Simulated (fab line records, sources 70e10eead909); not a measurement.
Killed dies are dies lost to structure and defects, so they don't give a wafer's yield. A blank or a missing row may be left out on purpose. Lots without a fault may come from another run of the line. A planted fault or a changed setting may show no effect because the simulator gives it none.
fab line records | flow nand_harc
record lots=13 wafers=39 last_day=33
route steps=1302 shown A_CHANNEL_HOLE_D1@450 A_BONDPAD@1225 THIN_TSV@1293 END@1302
lots that met no fault: from a run of the same line without faults
start_h: hours from the record's first day to the start of the lot's first wafer shown | wait_h: hours since the lot's step before | " the same as in the row above | L1.1+2: a row that stands for several wafers | - no value, or no start given | * or withheld: withheld | < > ~ a bound
route shown NAME@n: a module of which the file shows steps, and the number in the route of the first | usual: mean/standard deviation of fault-free wafers | same: alike in all rows | chamber/n: place in a boat | sites: the reading at each site | _std_site: their standard deviation | _edge_site: outer sites' mean less inner sites' | radius_mm: how far each site lies from the wafer's centre | mask NAME#n: copy n | behind: the tool/chamber that last shaped the wafer | hold: why the lot was held/for how many hours/how that ended | device: the transistor (n, p or np) that didn't switch | end of line: the same wafers' tests at the end of the route | a step without rows: its recipe alone | killed: dies lost to structure and defects at the first sort, not the wafer's yield | map: a wafer's dies, x killed, . not, _ none there
set.NAME: the setting as run; set.NAME@STEP: as run at that earlier step | model.NAME: the simulator's own value behind a step, which no gauge read
steps of the route over a sample of lots; a table a step, a row a wafer
services: from which hour (start_h, from the record's first day; less than 0 if before it) a tool's chamber was out of use, for how many hours, and why
## steps
# step NHARC_A_CHANNEL_HOLE_D1_DEP_00
# recipe target_thk_a=31000 temp_c=400 material=aC
# usual throttle_valve_pct=35.000/0.0095
# columns lot.wafer tool chamber start_h wait_h throttle_valve_pct
L894.1 acl_dep-03 0 168.10 0.1 34.997
L894.2 " 0 " " 34.994
L894.4 " 0 " " 35.003
L895.2 acl_dep-02 0 185.46 0.4 35.007
L895.5 " 0 " " 34.986
L895.6 " 0 " " 34.999
L896.1 acl_dep-03 0 192.18 1.9 34.991
L896.2 " 0 " " 34.997
L896.5 " 0 " " 35.003
L897.2 acl_dep-02 0 204.43 0.4 34.993
L897.3 " 0 " " 35.003
L897.6 " 0 " " 35.004
L898.1 acl_dep-03 0 215.01 1.3 34.986
L898.3 " 0 " " 35.017
L898.5 " 0 " " 35.008
L899.2 acl_dep-01 0 230.76 0.4 35.000
L899.5 " 0 " " 35.006
L899.6 " 0 " " 35.001
L900.1 acl_dep-01 0 238.40 0.8 34.988
L900.3 " 0 " " 35.012
L900.5 " 0 " " 34.983
L901.3 acl_dep-01 0 257.30 2.0 35.001
L901.4 " 0 " " 35.003
L901.6 " 0 " " 34.996
L908.4 acl_dep-01 0 323.48 4.0 34.998
L908.5 " 0 " " 35.004
L908.6 " 0 " " 34.994
L914.1 acl_dep-02 0 374.83 3.6 35.003
L914.2 " 0 " " 35.008
L914.4 " 0 " " 35.027
L915.2 acl_dep-02 0 381.78 0.4 34.997
L915.3 " 0 " " 35.005
L915.6 " 0 " " 35.000
L916.1 acl_dep-02 0 398.32 0.2 35.006
L916.2 " 0 " " 34.993
L916.6 " 0 399.92 1.8 35.004
L917.2 acl_dep-01 0 404.68 0.4 35.001
L917.3 " 0 " " 35.002
L917.6 " 0 " " 35.010
# step NHARC_A_BONDPAD_DEGAS_25
# recipe temp_c=300 time_s=60
# usual heater_power_w=465/38
# columns lot.wafer tool chamber start_h wait_h heater_power_w
L894.1 pvd_sputter-02 - 518.38 - 400
L894.2 " - " " 474
L894.4 " - " " 433
L895.2 pvd_sputter-03 - 538.57 - 489
L895.6 " - " " 504
L895.5 " - " " 424
L896.2 pvd_sputter-03 - 545.00 - 492
L896.1 " - " " 421
L896.5 " - " " 487
L897.3 pvd_sputter-02 - 547.52 - 385
L897.2 " - " " 423
L897.6 " - " " 473
L898.1 pvd_sputter-02 - 563.96 - 434
L898.3 " - " " 434
L898.5 " - " " 464
L899.2 pvd_sputter-03 - 580.29 - 400
L899.5 " - " " 485
L899.6 " - " " 427
L901.4 pvd_sputter-03 - 603.17 - 492
L901.3 " - " " 495
L901.6 " - " " 504
L900.3 pvd_sputter-01 - 609.37 - 451
L900.1 " - " " 474
L900.5 " - " " 484
L914.4 pvd_sputter-02 - 722.69 - 387
L914.2 " - " " 465
L914.1 " - " " 464
L915.2 pvd_sputter-03 - 732.63 - 478
L915.3 " - " " 467
L915.6 " - " " 471
L917.2 pvd_sputter-01 - 749.25 - 452
L917.3 " - " " 471
L917.6 " - " " 455
L916.1 pvd_sputter-01 - 750.53 - 479
L916.2 " - " " 483
L916.6 " - " " 533
# step NHARC_THIN_TSV_DESCUM_35
# recipe time_s=3 o2_flow_sccm=200 ar_flow_sccm=0 bias_power_w=0 chemistry=O2
# usual drypump_motor_current_A=5.7/0.55 oes_product_au=1.000/0.009 rf_vpp_V=57.8/0.86 showerhead_plenum_p_Torr=1.92/0.076 throttle_valve_pct=11.311/0.009
# columns lot.wafer tool chamber start_h wait_h drypump_motor_current_A oes_product_au rf_hours_counter_h rf_vpp_V showerhead_plenum_p_Torr throttle_valve_pct
L894.1 rie_diel-10 1 539.54 - 5.2 1.015 7.1 57.0 1.81 11.308
L894.4 " 2 " " 5.2 1.005 6.6 58.5 1.99 11.303
L894.2 " 3 " " 5.1 0.991 7.5 57.6 1.78 11.302
L895.2 rie_diel-10 0 559.41 - 5.0 1.001 8.6 58.5 1.89 11.299
L895.6 " 2 " " 5.2 1.002 - 58.0 1.99 11.309
L895.5 " 3 " " 5.0 0.986 - 56.5 1.78 11.322
L897.2 rie_diel-11 0 564.48 - 5.5 0.981 6.7 59.5 1.90 11.318
L897.3 " 1 " " 6.8 1.010 7.3 59.3 1.99 11.305
L897.6 " 2 " " 6.5 0.988 - 56.9 1.98 11.299
L896.2 rie_diel-10 0 565.73 - 5.0 1.008 9.1 57.6 1.89 11.301
L896.1 " 1 " " 5.2 1.000 8.4 56.1 1.81 11.309
L896.5 " 3 " " 5.1 0.981 - 59.3 1.78 11.301
L898.1 rie_diel-09 1 583.47 - 5.7 1.017 4.0 56.1 1.93 11.308
L898.3 " 3 " " 6.2 1.004 3.6 57.0 1.91 11.306
L898.5 " 1 " " 5.7 1.012 - 57.5 1.93 11.321
L899.2 rie_diel-09 1 600.07 - 5.7 1.000 5.2 58.8 1.93 11.313
L899.5 " 0 " " 5.7 0.996 - 58.9 1.99 11.320
L899.6 " 1 " " 5.7 1.005 - 57.2 1.93 11.316
L901.4 rie_diel-09 3 625.66 - 6.2 0.997 5.3 56.5 1.91 11.314
L901.3 " 2 " " 5.9 1.005 5.0 59.0 2.01 11.314
L901.6 " 3 " " 6.2 1.002 - 58.9 1.91 11.293
L900.3 rie_diel-10 3 630.59 - 5.1 0.998 0.9 56.6 1.78 11.317
L900.1 " 0 " " 5.0 1.011 0.9 57.6 1.89 11.314
L900.5 " 3 " " 5.1 0.987 - 58.4 1.78 11.317
L914.1 rie_diel-09 0 742.71 - 5.8 0.988 3.5 57.4 1.99 11.304
L914.4 " 1 " " 5.7 1.004 3.3 57.6 1.93 11.306
L914.2 " 3 " " 6.2 0.983 4.1 56.6 1.90 11.299
L915.2 rie_diel-10 2 753.56 - 5.2 1.012 8.8 57.1 1.98 11.292
L915.3 " 3 " " 5.1 0.981 8.7 58.0 1.78 11.325
L915.6 " 3 " " 5.1 0.984 - 57.3 1.78 11.320
L917.2 rie_diel-11 1 771.60 - 6.8 1.005 8.2 58.0 1.98 11.317
L917.3 " 3 " " 6.4 0.997 11.2 57.3 1.85 11.307
L917.6 " 1 " " 6.8 1.006 - 58.7 1.98 11.324
L916.2 rie_diel-11 3 772.91 - 6.4 1.006 11.2 59.2 1.85 11.302
L916.1 " 1 " " 6.8 1.011 8.2 57.0 1.98 11.319
L916.6 " 0 " " 5.5 0.990 - 57.7 1.90 11.308
# step NHARC_THIN_TSV_STRIP_56
# recipe power_w=1500 temp_c=250 chemistry=O2
# usual drypump_motor_current_A=5.2/0.31 heater_power_w=335/42
# columns lot.wafer tool chamber start_h wait_h drypump_motor_current_A heater_power_w rf_hours_counter_h
L894.2 plasma_asher-02 1 540.02 0.1 4.8 374 22
L894.1 " 0 " " 5.2 356 22
L894.4 " 1 " " 4.8 363 -
L895.2 plasma_asher-01 0 559.87 0.1 5.6 357 9
L895.6 " 0 " " 5.5 364 -
L895.5 " 1 " " 5.5 265 -
L897.2 plasma_asher-02 1 565.19 0.1 4.8 375 27
L897.3 " 1 " " 4.8 373 -
L897.6 " 1 " " 4.7 367 -
L896.1 plasma_asher-01 0 566.20 0.1 5.6 359 10
L896.2 " 1 " " 5.5 263 10
L896.5 " 1 " " 5.5 263 -
L898.1 plasma_asher-01 1 583.99 0.1 5.5 262 12
L898.3 " 1 " " 5.5 265 -
L898.5 " 0 " " 5.6 362 -
L899.2 plasma_asher-02 0 600.54 0.1 5.3 353 33
L899.6 " 0 " " 5.2 356 -
L899.5 " 1 " " 4.8 369 -
L901.4 plasma_asher-01 0 626.23 0.2 5.5 360 -
L901.3 " 1 " " 5.5 262 -
L901.6 " 1 " " 5.4 262 -
L900.1 plasma_asher-01 0 631.07 0.1 5.6 359 22
L900.3 " 1 " " 5.4 259 -
L900.5 " 1 " " 5.4 262 -
L914.1 plasma_asher-02 1 743.45 0.1 4.8 379 29
L914.2 " 0 " " 5.2 324 29
L914.4 " 0 " " 5.2 319 -
L915.2 plasma_asher-02 1 754.05 0.1 4.8 375 32
L915.3 " 0 " " 5.2 333 -
L915.6 " 1 " " 4.8 376 -
L917.2 plasma_asher-02 0 772.08 0.1 5.2 324 36
L917.3 " 1 " " 4.8 383 -
L917.6 " 1 " " 4.8 377 -
L916.1 plasma_asher-01 0 773.43 0.1 5.6 356 14
L916.2 " 1 " " 5.4 274 14
L916.6 " 1 " " 5.5 272 -
# step NHARC_END_SORT_01
# recipe temp_c=25
# usual killed_at_array=55/20 killed_at_other=1.1/1.2 killed_at_periphery=3.8/2.8 killed_dies=60/19 killed_open=3.4/1.9 killed_short=2.2/1.5
# same gross_dies=677
# columns lot.wafer tool chamber start_h wait_h killed_at_array killed_at_other killed_at_periphery killed_dies killed_open killed_short
L908.4 prober-02 0 719.16 3.4 666 1 9 676 2 3
L908.5 prober-02 0 719.96 3.7 676 0 1 677 0 4
L908.6 prober-02 0 720.77 4.0 670 5 2 677 0 2
# killed by level:class
L908.4 A_CHANNEL_HOLE_D1:area_dep=614 A_CHANNEL_HOLE_D1:chamber_film_flake=39 P_STI:chamber_film_flake=4 A_SLIT:chamber_film_flake=4 P_M2:chamber_film_flake=2 A_CONTACT:chamber_film_flake=2 P_M1:geometric_particle:open=1 A_ONON_D1:geometric_particle:open=1
L908.5 A_CHANNEL_HOLE_D1:area_dep=633 A_CHANNEL_HOLE_D1:chamber_film_flake=28 A_DECK1_JOINT:chamber_film_flake=4 A_SLIT:chamber_film_flake=3 A_CONTACT:chamber_film_flake=3 A_DECK1_JOINT:geometric_particle:short=2 A_ONON_D2:geometric_particle:short=1 A_WL_FILL:geometric_particle:short=1
L908.6 A_CHANNEL_HOLE_D1:area_dep=632 A_CHANNEL_HOLE_D1:chamber_film_flake=33 THIN_TSV:chamber_film_flake=5 A_SLIT:chamber_film_flake=2 A_CHANNEL_FILL_D1:geometric_particle:short=1 A_WL_FILL:geometric_particle:short=1 P_GATE:chamber_film_flake=1 P_M1:chamber_film_flake=1
## services
# columns tool chamber start_h hours kind
plasma_asher-01 - 166.56 9.0 pm
pvd_sputter-03 - 170.04 10.0 pm
rie_diel-10 3 183.97 5.1 repair
acl_dep-01 - 185.22 13.0 pm
rie_diel-10 - 192.03 2.6 repair
acl_dep-01 - 208.56 0.9 repair
rie_diel-10 - 242.50 9.0 pm
acl_dep-02 - 244.46 13.0 pm
plasma_asher-02 - 249.25 9.0 pm
rie_diel-10 0 257.49 6.3 repair
plasma_asher-01 - 343.56 9.0 pm
pvd_sputter-03 - 346.75 0.9 repair
pvd_sputter-03 - 348.04 10.0 pm
pvd_sputter-03 - 362.70 7.5 repair
acl_dep-01 - 367.00 13.0 pm
rie_diel-10 - 374.27 0.9 repair
plasma_asher-02 - 426.43 9.0 pm
plasma_asher-02 - 440.62 3.0 repair
plasma_asher-01 - 520.56 9.0 pm
plasma_asher-02 - 524.66 5.6 repair
plasma_asher-02 - 541.46 3.6 repair
plasma_asher-02 - 603.43 9.0 pm
plasma_asher-01 - 672.67 0.4 repair
plasma_asher-01 - 697.65 9.0 pm
## key
first_sign step=NHARC_END_SORT_01 reading=killed_dies direction=up sigmas=32 usual=60 struck=677
effect step=NHARC_END_SORT_01 reading=killed_at_array direction=up sigmas=31 usual=55 struck=671
more_kills_born_at NHARC_A_CHANNEL_HOLE_D1_DEP_00@acl_dep-01=1879
met_at NHARC_A_CHANNEL_HOLE_D1_DEP_00
struck_lots L908
struck_wafers L908.4,L908.5,L908.6
later_rows_left_out L908.4,L908.5,L908.6
tester_left_out L908
not_acting_at NHARC_A_BONDPAD_DEGAS_25,NHARC_THIN_TSV_DESCUM_35,NHARC_THIN_TSV_STRIP_56
onset_between 257.30 323.48
fault kind=process_parameter_drift tool=acl_dep-01 chamber=0 onset_h=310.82 steps=NHARC_A_CHANNEL_HOLE_D1_DEP_00 channel=target_thk_a offset=* shape=step end_h=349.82 acts_in=* stated=*
# tester_left_out: of these lots the tester's yield and bins aren't shown, on N5 and GAA mostly nor the transistor test; their killed dies are dies lost to structure and defects alone, not to doping, threshold or leakage, so they don't give the yield
# later_rows_left_out: the simulator's readings of these wafers behind a module that went badly wrong aren't trusted and aren't shown, but for the sort
